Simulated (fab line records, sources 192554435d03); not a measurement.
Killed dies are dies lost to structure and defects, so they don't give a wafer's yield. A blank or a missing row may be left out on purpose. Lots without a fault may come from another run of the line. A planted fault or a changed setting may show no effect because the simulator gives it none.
Which tool did it? | flow n5_finfet | 11 lots, 33 wafers sampled, at 4 steps of a route of 1938

WHAT THE GAUGES READ, wafer by wafer
N5_BEOL_M6_OVL_MEAS_29.
lot  | measured     | on         | V5_OVL (nm)
L346 | day 8 19:26  | overlay-02 | 0.4 -0.1 0.8
L350 | day 9 10:50  | overlay-01 | 1.1 0.0 -0.5
L351 | day 9 21:17  | overlay-01 | -1.1 -0.3 -1.6
L359 | day 11 21:48 | overlay-01 | -0.3 0.8 0.9
L361 | day 12 15:40 | overlay-02 | 1.4 -0.7 0.3
L363 | day 12 22:24 | overlay-02 | 0.2 -0.1 0.6
L362 | day 12 22:40 | overlay-02 | 0.5 0.9 1.5
L364 | day 13 06:59 | overlay-02 | -0.7 -0.2 -0.4
L366 | day 13 21:52 | overlay-01 | -0.7 1.3 -0.6
L365 | day 14 02:26 | overlay-01 | 0.0 0.7 0.1
L367 | day 14 02:28 | overlay-02 | 0.5 0.4 0.1

WHICH TOOL RAN EACH LOT (tool, then ch and the chambers of the sampled wafers, then the start)
lot  | N5_BEOL_M6_PECVD_70             | N5_BEOL_M6_STRIP_19                | N5_BEOL_M6_COAT_63
L346 | pecvd-04 ch 0,1,2, day 8 15:29  | rie_diel-02 ch 0,1,3, day 8 17:11  | litho_track-05 ch 0, day 8 18:52
L350 | pecvd-03 ch 0,2, day 9 07:31    | rie_diel-02 ch 1,2,3, day 9 10:24  | litho_track-05 ch 0, day 9 10:31
L351 | pecvd-02 ch 0,1,2, day 9 18:54  | rie_diel-06 ch 0,1,2, day 9 20:10  | litho_track-05 ch 0, day 9 20:59
L359 | pecvd-04 ch 0,1, day 11 18:27   | rie_diel-01 ch 1,2, day 11 21:16   | litho_track-02 ch 0, day 11 21:22
L361 | pecvd-02 ch 0,1,2, day 12 11:17 | rie_diel-02 ch 1,2,3, day 12 12:56 | litho_track-02 ch 0, day 12 15:21
L363 | pecvd-03 ch 0,2, day 12 18:46   | rie_diel-06 ch 0,1,2, day 12 21:40 | litho_track-01 ch 0, day 12 21:58
L362 | pecvd-03 ch 0,2, day 12 19:16   | rie_diel-02 ch 0,1, day 12 22:14   | litho_track-05 ch 0, day 12 22:20
L364 | pecvd-03 ch 0,1,2, day 13 03:34 | rie_diel-06 ch 0,1,3, day 13 06:20 | litho_track-02 ch 0, day 13 06:34
L366 | pecvd-03 ch 0,1,2, day 13 15:26 | rie_diel-06 ch 1,2,3, day 13 16:39 | litho_track-01 ch 0, day 13 21:25
L365 | pecvd-03 ch 0,2, day 13 22:17   | rie_diel-02 ch 0,3, day 13 23:20   | litho_track-05 ch 0, day 14 02:07
L367 | pecvd-04 ch 0,1,2, day 14 00:33 | rie_diel-06 ch 0,3, day 14 01:43   | litho_track-02 ch 0, day 14 02:07
- N5_BEOL_M6_PECVD_70: deposits SiO2 from TEOS/O2, target thk 20 nm, time 22.7 s.
- N5_BEOL_M6_STRIP_19: strips in O2.
- N5_BEOL_M6_COAT_63: time 60 s, resist thk 60 nm.

THE ANSWER, worked out from the rows above alone
Rule: what is usual is taken from the lots themselves. Put in order of their means at a reading, lots are off if they are a third of the lots or fewer, leave a main group of 4 or more, and stand apart from it by a gap of 3 or more times the standard deviation of the main group's means; of several such gaps the widest counts. A main group whose means are all the same, to the digits that the tables above print for the reading, isn't used. A lot without any number at a reading at which 4 lots or more have one is off too. The other lots that the step has rows for count as sound.
No lot is off at any reading shown: from this, nothing can be told.

WHAT THE SIMULATOR HAD PUT IN
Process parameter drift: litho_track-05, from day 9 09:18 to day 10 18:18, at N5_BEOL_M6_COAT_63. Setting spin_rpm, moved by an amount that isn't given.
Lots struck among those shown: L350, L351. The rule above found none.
